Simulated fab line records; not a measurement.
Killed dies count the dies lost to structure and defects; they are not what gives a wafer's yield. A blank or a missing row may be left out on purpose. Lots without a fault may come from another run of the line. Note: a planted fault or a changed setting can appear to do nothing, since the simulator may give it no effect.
The same fault as seen by 3 desks | flow n5_finfet | what lay behind the numbers comes last; until then each desk has only its own

THE DEFECT DESK
What the inspections along the route counted, lot by lot: means of the sampled wafers that have a number. The brackets show how far a lot's mean lies from the usual mean; more than 4 standard deviations puts the lot out of limits, marked OUT.
Columns: A = raw_defect_count at N5_BEOL_M5_INSPECT_30, usual 406
lot  | first seen here | A
L337 | day 8 20:35     | 326
L342 | day 10 03:05    | 426
L344 | day 10 03:25    | 454
L347 | day 11 08:59    | 288
L354 | day 13 11:50    | 261
This desk's verdict: no lot among the 5 shows anything out of limits.

AT THE TOOL OWNER'S DESK: rie_diel-06
The tool's own readings at N5_BEOL_M5_ETCH_41 (etches SiCN in CH3F/O2, target depth 31.5 nm, time 56.7 s): means of the sampled wafers that have a number, for each lot that ran on this tool. The brackets show how far a lot's mean lies from the usual mean; more than 4 standard deviations puts the lot out of limits, marked OUT.
Columns: A = CH3F_flow_sccm at N5_BEOL_M5_ETCH_41, usual 30.00 sccm; B = chamber_pressure_mTorr at N5_BEOL_M5_ETCH_41, usual 30.00 mTorr; C = drypump_motor_current_A at N5_BEOL_M5_ETCH_41, usual 5.88 A; D = oes_product_au at N5_BEOL_M5_ETCH_41, usual 0.81 a.u.; E = rf_vpp_V at N5_BEOL_M5_ETCH_41, usual 297.0 V; F = showerhead_plenum_p_Torr at N5_BEOL_M5_ETCH_41, usual 1.99 Torr; G = throttle_valve_pct at N5_BEOL_M5_ETCH_41, usual 16.28 %
lot  | first seen here | A     | B     | C    | D    | E     | F    | G
L344 | day 10 03:52    | 30.00 | 29.99 | 5.87 | 0.77 | 295.2 | 1.94 | 16.48
L347 | day 11 09:29    | 30.08 | 29.98 | 6.13 | 0.83 | 295.8 | 1.95 | 16.47
L354 | day 13 12:19    | 29.93 | 29.99 | 5.70 | 1.12 | 299.3 | 2.08 | 16.20
This desk's verdict: no lot among the 3 shows anything out of limits.

FROM THE METROLOGY DESK
Means of the sampled wafers that have a number, per lot and without regard to the tool the lot ran on: this is what the gauges read. The brackets show how far a lot's mean lies from the usual mean; more than 4 standard deviations puts the lot out of limits, marked OUT.
Columns: A = V4_OVL at N5_BEOL_M5_OVL_MEAS_29, usual 0.8 nm
lot  | first seen here | A
L337 | day 8 20:32     | 1.3
L342 | day 10 03:02    | 1.2
L344 | day 10 03:21    | 1.2
L347 | day 11 08:56    | 1.1
L354 | day 13 11:46    | 1.4
This desk's verdict: no lot among the 5 shows anything out of limits.

BROUGHT TOGETHER
Nothing the defect desk looked at was out of limits.
The tool owner's desk saw nothing out of limits.
The metrology desk saw nothing out of limits.

WHAT HAD BEEN PUT IN BY THE SIMULATOR
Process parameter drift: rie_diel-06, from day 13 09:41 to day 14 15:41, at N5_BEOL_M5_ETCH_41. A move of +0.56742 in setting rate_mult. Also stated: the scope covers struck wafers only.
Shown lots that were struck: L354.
